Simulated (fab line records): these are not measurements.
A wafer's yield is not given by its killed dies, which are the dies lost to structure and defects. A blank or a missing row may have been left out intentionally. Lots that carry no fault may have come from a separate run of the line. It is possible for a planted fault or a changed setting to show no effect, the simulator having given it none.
The tool behind it: which one?	flow n5_finfet	19 lots, 57 wafers sampled, at 6 steps of a route of 1938

WHAT THE GAUGES READ, wafer by wafer
The record lacks any reading of a measuring or inspecting step that a usual standard deviation could be used to judge.

WHAT TOOL EACH LOT RAN ON (gives the tool, then ch and the chambers of the sampled wafers, and finally the start)
lot	N5_SD_EPI_N_ETCH_16	N5_SD_EPI_P_ETCH_36	N5_SD_EPI_P_ETCHBACK_46	N5_SDB_ETCH_18	N5_SDB_ETCH_25	N5_SDB_CUT_ETCH_26
L074	rie_diel-01 ch 0,1,2, day 3 01:52	rie_diel-05 ch 0,2,3, day 3 05:47	rie_diel-05 ch 0,2,3, day 3 06:10	rie_diel-01 ch 0,1,2, day 3 17:13	rie_diel-01 ch 0,1,2, day 3 17:57	rie_si-02 ch 0,1,3, day 3 18:02
L075	rie_diel-04 ch 1,2, day 3 07:29	rie_diel-03 ch 0,3, day 3 11:27	rie_diel-03 ch 0,3, day 3 11:50	rie_diel-01 ch 0,2,3, day 3 23:59	rie_diel-04 ch 1,2, day 4 01:45	rie_si-05 ch 2,3, day 4 01:50
L076	rie_diel-02 ch 0,2, day 3 14:53	rie_diel-03 ch 0,1, day 3 18:49	rie_diel-03 ch 0,1, day 3 19:12	rie_diel-01 ch 0,3, day 4 07:05	rie_diel-04 ch 1,2,3, day 4 08:17	rie_si-03 ch 0,2,3, day 4 08:22
L078	rie_diel-04 ch 0,1,2, day 3 23:49	rie_diel-06 ch 0,2, day 4 03:41	rie_diel-06 ch 0,2, day 4 04:04	rie_diel-04 ch 1,2, day 4 15:05	rie_diel-01 ch 0,1,2, day 4 15:35	rie_si-03 ch 1,2, day 4 15:40
L079	rie_diel-04 ch 1,2,3, day 4 07:04	rie_diel-03 ch 1,2,3, day 4 11:57	rie_diel-03 ch 1,2,3, day 4 12:20	rie_diel-04 ch 2,3, day 4 23:52	rie_diel-01 ch 1,2,3, day 5 00:36	rie_si-05 ch 0,1,2, day 5 00:41
L080	rie_diel-01 ch 0,2,3, day 4 13:01	rie_diel-05 ch 0,1,3, day 4 16:55	rie_diel-05 ch 0,1,3, day 4 17:17	rie_diel-01 ch 0,3, day 5 05:19	rie_diel-04 ch 1,2, day 5 05:46	rie_si-03 ch 0,1,3, day 5 05:51
L081	rie_diel-01 ch 1,2, day 4 19:38	rie_diel-05 ch 0,1,3, day 4 23:29	rie_diel-05 ch 0,1,3, day 4 23:52	rie_diel-01 ch 1,2, day 5 11:43	rie_diel-01 ch 1,2,3, day 5 12:14	rie_si-05 ch 0,1, day 5 12:19
L082	rie_diel-02 ch 0,2,3, day 5 05:14	rie_diel-03 ch 1,3, day 5 09:25	rie_diel-03 ch 1,3, day 5 09:48	rie_diel-01 ch 0,1,3, day 5 20:57	rie_diel-01 ch 2,3, day 5 21:25	rie_si-05 ch 0,1, day 5 21:30
L083	rie_diel-02 ch 2,3, day 5 10:20	rie_diel-05 ch 1,2,3, day 5 14:11	rie_diel-05 ch 1,2,3, day 5 14:35	rie_diel-01 ch 0,2,3, day 6 02:58	rie_diel-02 ch 0,2,3, day 6 04:55	rie_si-02 ch 1,2, day 6 04:59
L084	rie_diel-01 ch 0,1,3, day 5 13:52	rie_diel-06 ch 0,3, day 5 17:43	rie_diel-06 ch 0,3, day 5 18:06	rie_diel-01 ch 0,2,3, day 6 05:56	rie_diel-02 ch 0,1,2, day 6 07:01	rie_si-02 ch 0,1,3, day 6 07:07
L086	rie_diel-01 ch 0,2,3, day 6 01:23	rie_diel-05 ch 1,2,3, day 6 05:58	rie_diel-05 ch 1,2,3, day 6 06:21	rie_diel-01 ch 2,3, day 6 17:26	rie_diel-04 ch 0,2,3, day 6 18:05	rie_si-03 ch 0,1,2, day 6 18:10
L085	rie_diel-02 ch 0,1,2, day 6 03:59	rie_diel-03 ch 0,3, day 6 08:42	rie_diel-03 ch 0,3, day 6 09:05	rie_diel-02 ch 0,2,3, day 6 20:54	rie_diel-01 ch 0,2,3, day 6 21:22	rie_si-05 ch 0,3, day 6 21:27
L087	rie_diel-01 ch 0,2,3, day 6 09:40	rie_diel-06 ch 0,1,3, day 6 15:22	rie_diel-06 ch 0,1,3, day 6 15:45	rie_diel-04 ch 2,3, day 7 03:55	rie_diel-02 ch 0,2,3, day 7 04:23	rie_si-03 ch 1,2, day 7 04:28
L088	rie_diel-01 ch 0,2, day 6 13:41	rie_diel-06 ch 0,1,2, day 6 17:34	rie_diel-06 ch 0,1,2, day 6 17:56	rie_diel-01 ch 0,2,3, day 7 04:53	rie_diel-04 ch 0,1,3, day 7 05:27	rie_si-02 ch 1,2, day 7 05:32
L092	rie_diel-01 ch 0,1, day 7 14:40	rie_diel-03 ch 0,1,3, day 7 19:22	rie_diel-03 ch 0,1,3, day 7 19:44	rie_diel-01 ch 0,2,3, day 8 07:26	rie_diel-04 ch 0,1,2, day 8 08:11	rie_si-02 ch 0,2,3, day 8 08:16
L093	rie_diel-04 ch 0,2,3, day 7 20:17	rie_diel-03 ch 0,1,3, day 8 00:04	rie_diel-03 ch 0,1,3, day 8 00:26	rie_diel-01 ch 1,2,3, day 8 12:41	rie_diel-02 ch 2,3, day 8 13:31	rie_si-03 ch 0,1,2, day 8 13:36
L094	rie_diel-01 ch 0,1,3, day 8 00:36	rie_diel-03 ch 0,1,2, day 8 04:26	rie_diel-03 ch 0,1,2, day 8 04:49	rie_diel-01 ch 1,2, day 8 16:36	rie_diel-01 ch 0,2,3, day 8 17:10	rie_si-02 ch 1,2, day 8 17:14
L095	rie_diel-04 ch 0,1,2, day 8 05:45	rie_diel-05 ch 1,2, day 8 12:03	rie_diel-05 ch 1,2, day 8 12:26	rie_diel-02 ch 0,1, day 9 01:52	rie_diel-01 ch 0,1,3, day 9 02:31	rie_si-03 ch 0,1, day 9 02:36
L097	rie_diel-04 ch 1,2,3, day 8 20:09	rie_diel-05 ch 2,3, day 9 00:43	rie_diel-05 ch 2,3, day 9 01:05	rie_diel-02 ch 0,1,3, day 9 13:04	rie_diel-02 ch 0,1, day 9 13:33	rie_si-03 ch 0,1,3, day 9 13:39
- N5_SD_EPI_N_ETCH_16: etches SiO2 in CHF3/O2, target depth 5 nm.
- N5_SD_EPI_P_ETCH_36: etches SiARC in CF4, target depth 45.5 nm, time 75.8 s.
- N5_SD_EPI_P_ETCHBACK_46: etches SiNx in CH3F/O2, stops on SiO2, target depth 17.5 nm.
- N5_SDB_ETCH_18: etches SOC in N2/H2, target depth 100 nm, overetch 20 nm, time 150 s.
- N5_SDB_ETCH_25: etches SiO2 in C4F6/O2, target depth 10 nm, time 3.3 s.
- N5_SDB_CUT_ETCH_26: etches Si in HBr/Cl2/O2, target depth 129.6 nm, bt time 20 s, time 51.8 s.

AS READ BY THE TOOLS THEMSELVES (means over the sampled wafers that have a number; for cases with no such wafer, the mark the record gives instead)
N5_SD_EPI_N_ETCH_16. Usual: drypump_motor_current_A 5.9 A, standard deviation 0.4; oes_product_au 0.77 a.u., standard deviation 0.09; rf_vpp_V 525 V, standard deviation 8.7; showerhead_plenum_p_Torr 2.42 Torr, standard deviation 0.066; throttle_valve_pct 18.99 %, standard deviation 0.24.
lot	tool	drypump_motor_current_A (A)	oes_product_au (a.u.)	rf_vpp_V (V)	showerhead_plenum_p_Torr (Torr)	throttle_valve_pct (%)	flag
L074	rie_diel-01	6.1	0.72	528	2.42	19.02	
L075	rie_diel-04	5.8	0.75	520	2.45	18.99	
L076	rie_diel-02	5.9	0.80	518	2.42	18.85	
L078	rie_diel-04	6.0	0.75	518	2.44	18.88	
L079	rie_diel-04	5.7	0.76	521	2.41	19.06	
L080	rie_diel-01	6.0	0.77	531	2.41	19.09	
L081	rie_diel-01	6.0	0.69	530	2.47	19.02	
L082	rie_diel-02	5.9	0.78	524	2.45	18.86	
L083	rie_diel-02	5.7	0.76	529	2.48	18.83	
L084	rie_diel-01	5.8	0.75	526	2.40	19.14	
L086	rie_diel-01	6.0	0.75	532	2.40	19.11	
L085	rie_diel-02	6.1	0.83	516	2.44	18.86	
L087	rie_diel-01	6.0	0.74	531	2.40	19.11	
L088	rie_diel-01	6.3	0.70	533	2.41	19.03	
L092	rie_diel-01	5.9	0.80	522	2.34	19.03	
L093	rie_diel-04	5.5	0.77	522	2.44	18.96	
L094	rie_diel-01	5.8	0.83	527	2.39	19.08	
L095	rie_diel-04	5.9	0.81	518	2.43	18.80	
L097	rie_diel-04	5.7	0.73	521	2.40	19.11	

N5_SD_EPI_P_ETCH_36. Usual: drypump_motor_current_A 5.7 A, standard deviation 0.31; etch_rf_on_time_s 74.8 s, standard deviation 2.3; oes_product_au 0.67 a.u., standard deviation 0.073; rf_vpp_V 184.0 V, standard deviation 1.2; showerhead_plenum_p_Torr 2.14 Torr, standard deviation 0.07; throttle_valve_pct 15.67 %, standard deviation 0.2.
lot	tool	drypump_motor_current_A (A)	etch_rf_on_time_s (s)	oes_product_au (a.u.)	rf_vpp_V (V)	showerhead_plenum_p_Torr (Torr)	throttle_valve_pct (%)	flag
L074	rie_diel-05	5.8	74.0	0.69	183.3	2.10	15.75	
L075	rie_diel-03	5.4	73.5	0.65	185.7	2.15	15.67	
L076	rie_diel-03	5.9	73.7	0.64	183.9	2.09	15.74	
L078	rie_diel-06	5.6	78.1	0.62	183.6	2.14	15.62	
L079	rie_diel-03	5.6	74.0	0.63	183.6	2.08	15.78	
L080	rie_diel-05	5.9	75.0	0.64	182.8	2.09	15.74	
L081	rie_diel-05	5.9	75.2	0.63	183.5	2.08	15.75	
L082	rie_diel-03	5.9	73.2	0.65	182.5	2.09	15.75	
L083	rie_diel-05	5.8	74.6	0.67	183.8	2.11	15.61	
L084	rie_diel-06	5.8	74.3	0.70	184.2	2.17	15.76	
L086	rie_diel-05	5.8	74.7	0.66	184.6	2.11	15.61	
L085	rie_diel-03	5.3	75.0	0.64	184.7	2.14	15.70	
L087	rie_diel-06	5.8	75.8	0.69	185.3	2.19	15.75	
L088	rie_diel-06	5.7	77.5	0.62	184.6	2.17	15.72	
L092	rie_diel-03	5.6	75.5	0.62	184.2	2.11	15.77	
L093	rie_diel-03	5.6	75.3	0.62	183.8	2.11	15.77	
L094	rie_diel-03	5.7	74.7	0.67	184.3	2.15	15.68	
L095	rie_diel-05	5.7	74.2	0.67	183.9	2.15	15.40	
L097	rie_diel-05	5.9	75.6	0.76	185.5	2.24	15.56	

N5_SD_EPI_P_ETCHBACK_46. Usual: drypump_motor_current_A 5.7 A, standard deviation 0.31; oes_product_au 0.66 a.u., standard deviation 0.068; rf_vpp_V 299 V, standard deviation 5; showerhead_plenum_p_Torr 1.99 Torr, standard deviation 0.071; throttle_valve_pct 16.38 %, standard deviation 0.21.
lot	tool	drypump_motor_current_A (A)	oes_product_au (a.u.)	rf_vpp_V (V)	showerhead_plenum_p_Torr (Torr)	throttle_valve_pct (%)	flag
L074	rie_diel-05	5.8	0.68	298	1.95	16.46	
L075	rie_diel-03	5.3	0.65	298	2.00	16.39	
L076	rie_diel-03	5.9	0.63	300	1.94	16.44	
L078	rie_diel-06	5.6	0.62	295	1.99	16.31	
L079	rie_diel-03	5.6	0.62	296	1.94	16.50	
L080	rie_diel-05	5.9	0.63	300	1.94	16.42	
L081	rie_diel-05	5.9	0.63	302	1.94	16.43	
L082	rie_diel-03	5.9	0.63	297	1.95	16.46	
L083	rie_diel-05	5.8	0.66	302	1.97	16.32	
L084	rie_diel-06	5.8	0.69	291	2.02	16.51	
L086	rie_diel-05	5.8	0.65	302	1.97	16.32	
L085	rie_diel-03	5.3	0.64	295	2.00	16.44	
L087	rie_diel-06	5.8	0.69	295	2.05	16.49	
L088	rie_diel-06	5.7	0.63	295	2.02	16.41	
L092	rie_diel-03	5.6	0.62	298	1.97	16.49	
L093	rie_diel-03	5.6	0.62	298	1.97	16.49	
L094	rie_diel-03	5.7	0.67	301	2.01	16.38	
L095	rie_diel-05	5.7	0.66	303	2.00	16.07	
L097	rie_diel-05	6.0	0.75	304	2.10	16.31	

N5_SDB_ETCH_18. Usual: drypump_motor_current_A 5.9 A, standard deviation 0.36; oes_product_au 0.70 a.u., standard deviation 0.077; rf_vpp_V 524.1 V, standard deviation 2.2; showerhead_plenum_p_Torr 2.55 Torr, standard deviation 0.073; throttle_valve_pct 17.96 %, standard deviation 0.27.
lot	tool	drypump_motor_current_A (A)	oes_product_au (a.u.)	rf_vpp_V (V)	showerhead_plenum_p_Torr (Torr)	throttle_valve_pct (%)	flag
L074	rie_diel-01	6.0	0.64	524.3	2.55	17.95	
L075	rie_diel-01	6.0	0.69	523.5	2.54	18.01	
L076	rie_diel-01	5.7	0.71	523.9	2.53	18.16	
L078	rie_diel-04	6.2	0.73	523.4	2.53	17.85	
L079	rie_diel-04	5.3	0.64	524.1	2.56	18.25	
L080	rie_diel-01	5.8	0.69	522.0	2.47	18.14	
L081	rie_diel-01	6.2	0.63	525.7	2.61	17.84	
L082	rie_diel-01	5.8	0.66	524.0	2.54	18.14	
L083	rie_diel-01	6.0	0.67	523.7	2.53	18.03	
L084	rie_diel-01	6.0	0.67	523.6	2.53	18.04	
L086	rie_diel-01	5.9	0.69	525.0	2.58	18.08	
L085	rie_diel-02	5.8	0.68	524.9	2.58	17.80	
L087	rie_diel-04	5.3	0.64	524.4	2.55	18.27	
L088	rie_diel-01	6.0	0.66	522.8	2.52	18.06	
L092	rie_diel-01	6.0	0.74	523.6	2.52	17.94	
L093	rie_diel-01	6.0	0.81	524.9	2.59	17.80	
L094	rie_diel-01	6.0	0.84	525.4	2.60	17.62	
L095	rie_diel-02	6.0	0.70	523.5	2.56	18.04	
L097	rie_diel-02	5.9	0.68	524.3	2.58	17.92	

N5_SDB_ETCH_25. Usual: drypump_motor_current_A 5.9 A, standard deviation 0.37; oes_product_au 0.78 a.u., standard deviation 0.096; rf_vpp_V 668 V, standard deviation 11; showerhead_plenum_p_Torr 2.87 Torr, standard deviation 0.076; throttle_valve_pct 21.26 %, standard deviation 0.24.
lot	tool	drypump_motor_current_A (A)	oes_product_au (a.u.)	rf_vpp_V (V)	showerhead_plenum_p_Torr (Torr)	throttle_valve_pct (%)	flag
L074	rie_diel-01	6.0	0.71	673	2.86	21.29	
L075	rie_diel-04	5.8	0.75	660	2.89	21.31	
L076	rie_diel-04	5.7	0.76	662	2.85	21.34	
L078	rie_diel-01	6.0	0.71	672	2.85	21.31	
L079	rie_diel-01	6.0	0.74	678	2.91	21.36	
L080	rie_diel-04	5.8	0.73	660	2.89	21.31	
L081	rie_diel-01	6.0	0.73	678	2.91	21.35	
L082	rie_diel-01	5.9	0.79	681	2.90	21.44	
L083	rie_diel-02	5.9	0.76	665	2.89	21.11	
L084	rie_diel-02	6.1	0.82	657	2.88	21.12	
L086	rie_diel-04	5.5	0.79	662	2.88	21.21	
L085	rie_diel-01	6.0	0.74	675	2.83	21.41	
L087	rie_diel-02	5.8	0.76	665	2.88	21.11	
L088	rie_diel-04	5.9	0.84	660	2.83	21.09	
L092	rie_diel-04	6.0	0.81	657	2.87	21.06	
L093	rie_diel-02	5.7	0.73	672	2.91	21.11	
L094	rie_diel-01	6.0	0.83	674	2.83	21.32	
L095	rie_diel-01	5.8	0.82	670	2.82	21.39	
L097	rie_diel-02	6.0	0.77	658	2.85	21.30	

N5_SDB_CUT_ETCH_26. Usual: HBr_flow_sccm 150.0 sccm, standard deviation 0.46; drypump_motor_current_A 5.8 A, standard deviation 0.53; oes_product_au 1.009 a.u., standard deviation 0.015; throttle_valve_pct 37.1 %, standard deviation 0.44.
lot	tool	HBr_flow_sccm (sccm)	drypump_motor_current_A (A)	oes_product_au (a.u.)	throttle_valve_pct (%)	flag
L074	rie_si-02	149.7	5.1	0.996	37.3	
L075	rie_si-05	150.6	6.4	0.998	37.3	
L076	rie_si-03	150.0	6.0	1.019	37.2	
L078	rie_si-03	150.4	6.2	1.004	37.5	
L079	rie_si-05	149.9	5.7	1.015	37.3	
L080	rie_si-03	150.0	5.9	1.017	37.1	
L081	rie_si-05	149.6	5.5	1.008	37.4	
L082	rie_si-05	149.8	5.6	1.008	37.0	
L083	rie_si-02	149.8	5.4	1.007	36.6	
L084	rie_si-02	149.5	5.1	0.998	37.3	
L086	rie_si-03	149.6	6.0	1.011	37.3	
L085	rie_si-05	150.0	6.2	0.990	37.5	
L087	rie_si-03	149.7	6.3	1.010	37.5	
L088	rie_si-02	150.2	5.4	1.002	36.7	
L092	rie_si-02	149.8	5.6	1.008	37.1	
L093	rie_si-03	149.9	5.9	1.010	37.3	
L094	rie_si-02	150.4	5.8	1.017	36.4	
L095	rie_si-03	149.3	5.6	1.024	37.0	
L097	rie_si-03	150.3	5.9	1.018	37.1	

THE ANSWER, worked out from the rows above alone
Rule: take the mean of a lot's wafers that have a number; if it is more than 3 standard deviations from the usual mean, the lot is off. A lot without any number at a reading at which 4 lots or more have one is off too. All remaining lots with rows at the step are treated as sound. First the gauges in route order, then the tools' own readings, where a lot's mean is used as printed above. At the first step where some lot is off, the reading lying furthest off is the one used; lots without a number count as furthest.
Across all readings shown, no lot is off: no conclusion can be drawn from this.

WHAT THE SIMULATOR HAD INSERTED
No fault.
